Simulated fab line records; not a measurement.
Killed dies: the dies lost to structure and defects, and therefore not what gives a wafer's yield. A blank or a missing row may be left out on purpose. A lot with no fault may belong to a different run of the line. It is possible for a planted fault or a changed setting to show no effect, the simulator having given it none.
fab line records ; flow nand-harc
record lots=10; wafers=30; last-day=33
route steps=1302 shown A_CHANNEL_HOLE_D1@459
lots that met no fault: taken from a fault-free run of the same line
start-h: hours from the record's first day to the start of the lot's first wafer shown ; wait-h: how many hours have passed since the lot's step before this one ; " as in the row above ; L1.1+2: several wafers, shown together as one row ; - no value present, or no start provided ; * or withheld: withheld ; < > ~ a bound
route shown NAME@n: a module of which the file shows steps, and the number in the route of the first ; usual: mean/standard deviation taken from wafers without a fault ; same: alike in all rows ; chamber/n: place in a boat ; sites: each site's reading ; _std_site: the standard deviation of these ; _edge_site: the outer-site mean with the inner-site mean subtracted ; radius-mm: for every site, how far away it sits from the centre of the wafer ; mask NAME#n: copy n ; behind: the tool/chamber that last shaped the wafer ; hold: why the lot was held/for how many hours/how that ended ; device: the n, p or np transistor that did not switch ; end of line: the same wafers' tests at the end of the route ; a step without rows: its recipe alone ; killed: dies that structure and defects cost at the first sort, which is not the same as the wafer's yield ; map: a wafer's dies, x killed, . not, _ none there
set.NAME: the setting as run; set.NAME@STEP: as run at that earlier step ; model.NAME: the simulator's own value behind a step, which no gauge read
route steps across a sampled set of lots; one table per step, one row per wafer
services: from which hour (start-h, from the record's first day; less than 0 if before it) a tool's chamber was out of use, for how many hours, and why
## steps
# step NHARC_A_CHANNEL_HOLE_D1_EXPOSE_07
# recipe na=1.35; target-cd-nm=100; sigma-outer=0.3; dose-mj=59.65; mask-id=HOLE_D1
# usual exposure-dose-mJ-cm2=59.65/0.06
lot.wafer;tool;chamber;start-h;wait-h;mask;exposure-dose-mJ-cm2
L782.1;arfi-scanner-03;0;207.12;-;HOLE_D1#0;59.63
L782.3;arfi-scanner-03;0;207.12;-;HOLE_D1#0;59.68
L782.5;arfi-scanner-03;0;207.12;-;HOLE_D1#0;59.59
L783.1;arfi-scanner-03;0;207.79;-;HOLE_D1#0;59.74
L783.3;arfi-scanner-03;0;207.79;-;HOLE_D1#0;59.73
L783.6;arfi-scanner-03;0;207.79;-;HOLE_D1#0;59.80
L784.4;arfi-scanner-01;0;215.92;-;HOLE_D1#0;59.71
L784.5;arfi-scanner-01;0;215.92;-;HOLE_D1#0;59.68
L784.6;arfi-scanner-01;0;215.92;-;HOLE_D1#0;59.62
L786.3;arfi-scanner-03;0;229.55;-;HOLE_D1#0;59.73
L786.4;arfi-scanner-03;0;229.55;-;HOLE_D1#0;59.79
L786.5;arfi-scanner-03;0;229.55;-;HOLE_D1#0;59.63
L793.1;arfi-scanner-03;0;309.98;-;HOLE_D1#0;59.67
L793.2;arfi-scanner-03;0;309.98;-;HOLE_D1#0;59.64
L793.3;arfi-scanner-03;0;309.98;-;HOLE_D1#0;59.63
L795.2;arfi-scanner-03;0;330.56;-;HOLE_D1#0;59.62
L795.4;arfi-scanner-03;0;330.56;-;HOLE_D1#0;59.65
L795.5;arfi-scanner-03;0;330.56;-;HOLE_D1#0;59.52
L794.1;arfi-scanner-03;0;332.46;-;HOLE_D1#0;59.65
L794.2;arfi-scanner-03;0;332.46;-;HOLE_D1#0;59.67
L794.3;arfi-scanner-03;0;332.46;-;HOLE_D1#0;59.71
L800.2;arfi-scanner-01;0;381.58;-;HOLE_D1#0;59.61
L800.4;arfi-scanner-01;0;381.58;-;HOLE_D1#0;59.61
L800.6;arfi-scanner-01;0;381.58;-;HOLE_D1#0;59.67
L801.3;arfi-scanner-01;0;382.48;-;HOLE_D1#0;59.60
L801.4;arfi-scanner-01;0;382.48;-;HOLE_D1#0;59.64
L801.5;arfi-scanner-01;0;382.48;-;HOLE_D1#0;59.65
L803.1;arfi-scanner-01;0;406.55;-;HOLE_D1#0;59.65
L803.2;arfi-scanner-01;0;406.55;-;HOLE_D1#0;59.66
L803.3;arfi-scanner-01;0;406.55;-;HOLE_D1#0;59.69
# step NHARC_A_CHANNEL_HOLE_D1_OVL_MEAS_11
# usual overlay-x-nm=-0.3/0.83; overlay-y-nm=-0.2/0.8
lot.wafer;tool;chamber;start-h;wait-h;hold;overlay-x-nm;overlay-y-nm
L782.1;overlay-02;-;207.35;-;-;0.7;-0.4
L782.3;overlay-02;-;207.35;-;-;0.1;-0.6
L782.5;overlay-02;-;207.35;-;-;0.3;-0.4
L783.1;overlay-02;-;208.01;-;-;-0.9;-0.8
L783.3;overlay-02;-;208.01;-;-;-1.1;-0.8
L783.6;overlay-02;-;208.01;-;-;-1.1;-0.8
L784.4;overlay-02;-;216.13;-;-;-0.7;0.9
L784.5;overlay-02;-;216.13;-;-;0.0;1.0
L784.6;overlay-02;-;216.13;-;-;-0.4;0.9
L786.3;overlay-01;-;229.77;-;-;-1.1;-0.2
L786.4;overlay-01;-;229.77;-;-;-1.0;0.0
L786.5;overlay-01;-;229.77;-;-;-0.7;-0.6
L793.1;overlay-01;-;310.21;-;await-dispo/0.2h/release;21.5;-0.6
L793.2;overlay-01;-;310.21;-;await-dispo/0.2h/release;20.9;-0.2
L793.3;overlay-01;-;310.21;-;await-dispo/0.2h/release;22.4;-0.8
L793.1;overlay-01;-;310.39;0.2;-;21.7;-0.8
L793.2;overlay-01;-;310.39;0.2;-;21.6;-0.7
L793.3;overlay-01;-;310.39;0.2;-;21.5;-1.2
L795.2;overlay-01;-;330.78;-;await-dispo/0.2h/release;20.8;0.1
L795.4;overlay-01;-;330.78;-;await-dispo/0.2h/release;20.7;0.3
L795.5;overlay-01;-;330.78;-;await-dispo/0.2h/release;20.9;0.6
L795.2;overlay-01;-;330.95;0.2;-;20.7;-0.2
L795.4;overlay-01;-;330.95;0.2;-;20.4;0.2
L795.5;overlay-01;-;330.95;0.2;-;20.6;0.1
L794.1;overlay-01;-;332.70;-;await-dispo/0.2h/release;22.7;0.4
L794.2;overlay-01;-;332.70;-;await-dispo/0.2h/release;23.0;0.2
L794.3;overlay-01;-;332.70;-;await-dispo/0.2h/release;22.9;0.4
L794.1;overlay-01;-;332.87;0.2;-;22.6;0.0
L794.2;overlay-01;-;332.87;0.2;-;22.9;0.9
L794.3;overlay-01;-;332.87;0.2;-;22.6;0.5
L800.2;overlay-01;-;381.80;-;-;-0.3;0.6
L800.4;overlay-01;-;381.80;-;-;0.1;0.0
L800.6;overlay-01;-;381.80;-;-;0.0;0.1
L801.3;overlay-01;-;382.70;-;-;0.5;-1.5
L801.4;overlay-01;-;382.70;-;-;0.1;-0.8
L801.5;overlay-01;-;382.70;-;-;0.4;-1.1
L803.1;overlay-01;-;406.78;-;-;-0.4;-0.8
L803.2;overlay-01;-;406.78;-;-;-0.4;-1.1
L803.3;overlay-01;-;406.78;-;-;-0.7;-1.0
# step NHARC_A_CHANNEL_HOLE_D1_ETCH_16
# recipe target-depth-a=31000; over-etch-frac=0.3; time-s=806; ion-energy-ev=150; o2-flow-sccm=400; cos-flow-sccm=20; ar-flow-sccm=0; rf-w=500; bias-w=300; chemistry=O2/COS
# usual drypump-motor-current-A=5.9/0.43; o2-flow-sccm=399.9/1.2; oes-product-au=1.002/0.0089; rf-vpp-V=314.7/2; showerhead-plenum-p-Torr=3.15/0.13; throttle-valve-pct=28.330/0.0088
lot.wafer;tool;chamber;start-h;wait-h;drypump-motor-current-A;o2-flow-sccm;oes-product-au;rf-hours-counter-h;rf-vpp-V;showerhead-plenum-p-Torr;throttle-valve-pct
L782.3;rie-diel-05;0;-;-;5.0;400.6;1.010;48;315.3;3.20;28.329
L782.1;rie-diel-05;1;-;-;5.8;398.5;1.013;48;317.3;3.35;28.337
L782.5;rie-diel-05;0;-;-;5.0;400.5;1.011;-;314.8;3.20;28.317
L783.1;rie-diel-07;3;-;-;6.6;398.3;1.002;9;313.0;3.13;28.329
L783.3;rie-diel-07;1;-;-;6.2;397.1;0.990;8;309.9;2.92;28.330
L783.6;rie-diel-07;3;-;-;6.6;400.7;1.002;-;314.8;3.13;28.341
L784.4;rie-diel-07;2;-;-;6.0;399.6;1.002;8;314.9;3.14;28.323
L784.6;rie-diel-07;1;-;-;6.2;399.1;0.996;-;310.8;2.92;28.329
L784.5;rie-diel-07;2;-;-;6.0;399.2;0.998;-;314.4;3.14;28.337
L786.3;rie-diel-09;0;-;-;5.8;398.9;1.011;22;316.2;3.23;28.317
L786.4;rie-diel-09;1;-;-;5.9;398.6;0.988;23;315.9;3.25;28.339
L786.5;rie-diel-09;3;-;-;6.4;400.0;1.009;-;316.6;3.36;28.326
L793.2;rie-diel-05;3;-;-;5.2;400.3;1.001;25;318.1;3.36;28.324
L793.1;rie-diel-05;1;-;-;5.8;400.4;1.000;28;316.7;3.33;28.329
L793.3;rie-diel-05;2;-;-;5.9;399.8;1.002;26;314.6;3.20;28.324
L795.2;rie-diel-07;2;-;-;6.0;400.5;0.986;2;314.5;3.14;28.335
L795.4;rie-diel-07;3;-;-;6.6;399.6;1.019;2;315.6;3.12;28.324
L795.5;rie-diel-07;3;-;-;6.6;399.8;1.008;-;313.7;3.12;28.317
L794.1;rie-diel-09;0;-;-;5.8;398.9;0.999;1;316.3;3.22;28.320
L794.2;rie-diel-09;1;-;-;5.9;399.8;0.999;1;315.7;3.24;28.350
L794.3;rie-diel-09;2;-;-;6.1;399.1;1.019;0;314.9;3.18;28.331
L800.2;rie-diel-07;2;-;-;6.0;398.0;0.996;5;315.3;3.13;28.324
L800.4;rie-diel-07;0;-;-;5.7;397.9;0.999;5;313.8;3.06;28.346
L800.6;rie-diel-07;3;-;-;6.6;400.3;1.026;-;313.6;3.12;28.325
L801.3;rie-diel-09;2;-;-;6.2;401.9;1.018;16;316.1;3.17;28.312
L801.5;rie-diel-09;1;-;-;5.9;401.0;0.998;-;315.5;3.23;28.338
L801.4;rie-diel-09;2;-;-;6.2;400.5;1.023;-;316.1;3.17;28.322
L803.1;rie-diel-07;0;-;-;5.7;399.6;0.991;7;312.5;3.06;28.339
L803.3;rie-diel-07;2;-;-;6.0;401.8;0.996;8;314.6;3.13;28.342
L803.2;rie-diel-07;3;-;-;6.6;399.4;1.010;8;313.9;3.12;28.327
# step NHARC_A_CHANNEL_HOLE_D1_ETCH_24
# recipe bias-v=5000; source-w=withheld; pressure-mtorr=20; time-s=906.2; ar-flow-sccm=375; c4f8-flow-sccm=93.8; o2-flow-sccm=31.2; temp-c=-20; target-depth-a=15000; chemistry=C4F8/O2/Ar
# usual drypump-motor-current-A=5.7/0.59; o2-flow-sccm=31.19/0.092; showerhead-plenum-p-Torr=3.67/0.062; throttle-valve-pct=32.235/0.0096
lot.wafer;tool;chamber;start-h;wait-h;drypump-motor-current-A;o2-flow-sccm;rf-hours-counter-h;showerhead-plenum-p-Torr;throttle-valve-pct
L782.1;har-etch-02;1;211.40;0.6;5.3;31.16;308;3.58;32.243
L782.3;har-etch-02;1;211.40;0.6;5.3;31.03;-;3.58;32.226
L782.5;har-etch-02;0;211.40;0.6;6.7;31.11;-;3.75;32.234
L783.1;har-etch-01;1;211.92;0.6;5.9;31.34;105;3.72;32.237
L783.3;har-etch-01;1;211.92;0.6;5.9;31.33;-;3.72;32.235
L783.6;har-etch-01;1;211.92;0.6;6.0;31.31;-;3.72;32.250
L784.4;har-etch-02;1;219.79;0.6;5.4;31.05;-;3.58;32.233
L784.6;har-etch-02;1;219.79;0.6;5.3;31.13;-;3.57;32.233
L784.5;har-etch-02;0;219.79;0.6;6.7;31.23;-;3.75;32.244
L786.4;har-etch-01;1;233.43;0.6;5.9;31.24;-;3.71;32.232
L786.3;har-etch-01;0;233.43;0.6;5.1;31.09;-;3.71;32.248
L786.5;har-etch-01;0;233.43;0.6;5.1;31.12;-;3.71;32.237
L793.2;har-etch-01;0;317.77;0.6;5.1;31.26;163;3.69;32.235
L793.1;har-etch-01;1;317.77;0.6;6.0;31.18;163;3.69;32.233
L793.3;har-etch-01;1;317.77;0.6;6.0;31.27;-;3.69;32.225
L795.2;har-etch-01;1;338.06;0.6;6.0;31.28;174;3.68;32.232
L795.4;har-etch-01;1;338.06;0.6;5.9;31.33;-;3.68;32.217
L795.5;har-etch-01;1;338.06;0.6;5.9;31.25;-;3.68;32.219
L794.1;har-etch-02;1;340.74;0.6;5.3;31.24;384;3.54;32.228
L794.2;har-etch-02;0;340.74;0.6;6.7;31.23;377;3.72;32.237
L794.3;har-etch-02;0;340.74;0.6;6.7;31.28;-;3.72;32.235
L800.2;har-etch-01;1;385.22;0.6;5.9;31.23;205;3.66;32.228
L800.4;har-etch-01;0;385.22;0.6;5.1;31.15;-;3.66;32.236
L800.6;har-etch-01;1;385.22;0.6;5.9;31.08;-;3.66;32.239
L801.4;har-etch-01;1;389.63;0.6;6.0;31.14;-;3.66;32.230
L801.3;har-etch-01;0;389.63;0.6;5.1;31.14;-;3.66;32.238
L801.5;har-etch-01;0;389.63;0.6;5.1;31.26;-;3.66;32.241
L803.2;har-etch-01;0;410.18;0.6;5.1;31.26;224;3.65;32.239
L803.1;har-etch-01;1;410.18;0.6;6.0;31.30;224;3.65;32.233
L803.3;har-etch-01;1;410.18;0.6;6.0;31.16;-;3.65;32.218
# step NHARC_A_CHANNEL_HOLE_D1_ETCH_26
# recipe bias-v=300; source-w=2000; pressure-mtorr=30; time-s=224.1; ar-flow-sccm=375; c4f8-flow-sccm=11.4; o2-flow-sccm=113.6; temp-c=-20; target-depth-a=3000; chemistry=C4F8/O2/Ar
# usual drypump-motor-current-A=5.7/0.6; o2-flow-sccm=113.6/0.32; showerhead-plenum-p-Torr=3.72/0.065; throttle-valve-pct=24.584/0.0096
lot.wafer;tool;chamber;start-h;wait-h;drypump-motor-current-A;o2-flow-sccm;rf-hours-counter-h;showerhead-plenum-p-Torr;throttle-valve-pct
L782.1;har-etch-02;1;212.94;0.6;5.3;113.6;310;3.62;24.585
L782.3;har-etch-02;1;212.94;0.6;5.3;113.7;-;3.62;24.585
L782.5;har-etch-02;0;212.94;0.6;6.8;113.5;-;3.81;24.572
L783.1;har-etch-01;1;213.59;0.7;6.0;113.3;107;3.77;24.589
L783.3;har-etch-01;1;213.59;0.7;6.0;113.7;-;3.77;24.585
L783.6;har-etch-01;1;213.59;0.7;6.0;113.3;-;3.77;24.593
L784.4;har-etch-02;1;221.24;0.5;5.3;113.5;-;3.62;24.593
L784.6;har-etch-02;1;221.24;0.5;5.3;113.5;-;3.62;24.579
L784.5;har-etch-02;0;221.24;0.5;6.7;113.3;-;3.81;24.576
L786.4;har-etch-01;1;234.89;0.5;5.9;113.9;-;3.76;24.596
L786.3;har-etch-01;0;234.89;0.5;5.1;114.3;-;3.76;24.599
L786.5;har-etch-01;0;234.89;0.5;5.1;113.8;-;3.76;24.587
L793.2;har-etch-01;0;319.41;0.7;5.1;113.6;165;3.74;24.581
L793.1;har-etch-01;1;319.41;0.7;5.9;113.9;165;3.74;24.575
L793.3;har-etch-01;1;319.41;0.7;6.0;113.6;-;3.74;24.569
L794.1;har-etch-02;1;342.37;0.7;5.3;113.5;386;3.58;24.583
L794.2;har-etch-02;0;342.37;0.7;6.8;113.7;378;3.77;24.602
L794.3;har-etch-02;0;342.37;0.7;6.7;113.5;-;3.77;24.569
L795.2;har-etch-01;1;342.68;0.8;5.9;113.6;176;3.73;24.586
L795.4;har-etch-01;1;342.68;0.8;5.9;113.2;-;3.73;24.574
L795.5;har-etch-01;1;342.68;0.8;5.9;113.5;-;3.73;24.572
L800.2;har-etch-01;1;386.88;0.7;5.9;113.9;206;3.71;24.599
L800.4;har-etch-01;0;386.88;0.7;5.1;113.8;-;3.71;24.601
L800.6;har-etch-01;1;386.88;0.7;5.9;113.7;-;3.71;24.588
L801.4;har-etch-01;1;391.08;0.5;6.0;113.7;-;3.71;24.579
L801.3;har-etch-01;0;391.08;0.5;5.1;113.4;-;3.71;24.603
L801.5;har-etch-01;0;391.08;0.5;5.1;113.6;-;3.71;24.576
L803.2;har-etch-01;0;411.84;0.7;5.1;113.9;226;3.70;24.580
L803.1;har-etch-01;1;411.84;0.7;5.9;113.9;226;3.70;24.601
L803.3;har-etch-01;1;411.84;0.7;5.9;113.8;-;3.70;24.589
## services
tool;chamber;start-h;hours;kind
arfi-scanner-03;-;196.00;4.0;pm
rie-diel-09;2;203.91;8.3;repair
arfi-scanner-01;-;206.48;0.3;repair
rie-diel-09;0;206.86;1.8;repair
rie-diel-05;1;214.95;5.1;repair
rie-diel-05;3;224.80;7.2;repair
rie-diel-05;-;229.62;9.0;pm
arfi-scanner-01;-;230.54;1.7;repair
rie-diel-07;3;242.98;24.6;repair
arfi-scanner-01;-;252.00;4.0;pm
har-etch-02;0;269.17;-;consumable-replace:focus-ring
arfi-scanner-01;-;272.05;0.4;repair
rie-diel-07;-;294.25;9.0;pm
rie-diel-09;3;313.47;10.3;repair
rie-diel-09;-;320.46;9.0;pm
rie-diel-05;2;327.15;9.6;repair
rie-diel-07;-;339.53;2.2;repair
rie-diel-09;0;358.70;36.5;repair
arfi-scanner-03;-;368.00;4.0;pm
har-etch-02;-;380.83;17.0;pm
rie-diel-09;1;386.84;5.0;repair
rie-diel-05;-;406.62;9.0;pm
arfi-scanner-03;-;407.13;6.2;repair
rie-diel-07;3;407.81;12.7;repair
## key
first-sign step=NHARC_A_CHANNEL_HOLE_D1_OVL_MEAS_11; reading=visit; direction=added
effect step=NHARC_A_CHANNEL_HOLE_D1_OVL_MEAS_11; reading=overlay-x-nm; direction=up; sigmas=26; usual=-0.3; struck=21.8
met-at NHARC_A_CHANNEL_HOLE_D1_EXPOSE_07
struck-lots L793,L794,L795
tester-left-out L793,L794,L795
not-acting-at NHARC_A_CHANNEL_HOLE_D1_ETCH_16,NHARC_A_CHANNEL_HOLE_D1_ETCH_24,NHARC_A_CHANNEL_HOLE_D1_ETCH_26
onset-between 229.55 309.98
fault kind=scanner-matching-overlay; tool=arfi-scanner-03; chamber=-; onset-h=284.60; steps=NHARC_A_CHANNEL_HOLE_D1_EXPOSE_07; offset=21.554
# tester-left-out: of these lots the tester's yield and bins aren't shown, on N5 and GAA mostly nor the transistor test; their killed dies are dies lost to structure and defects alone, not to doping, threshold or leakage, so they don't give the yield
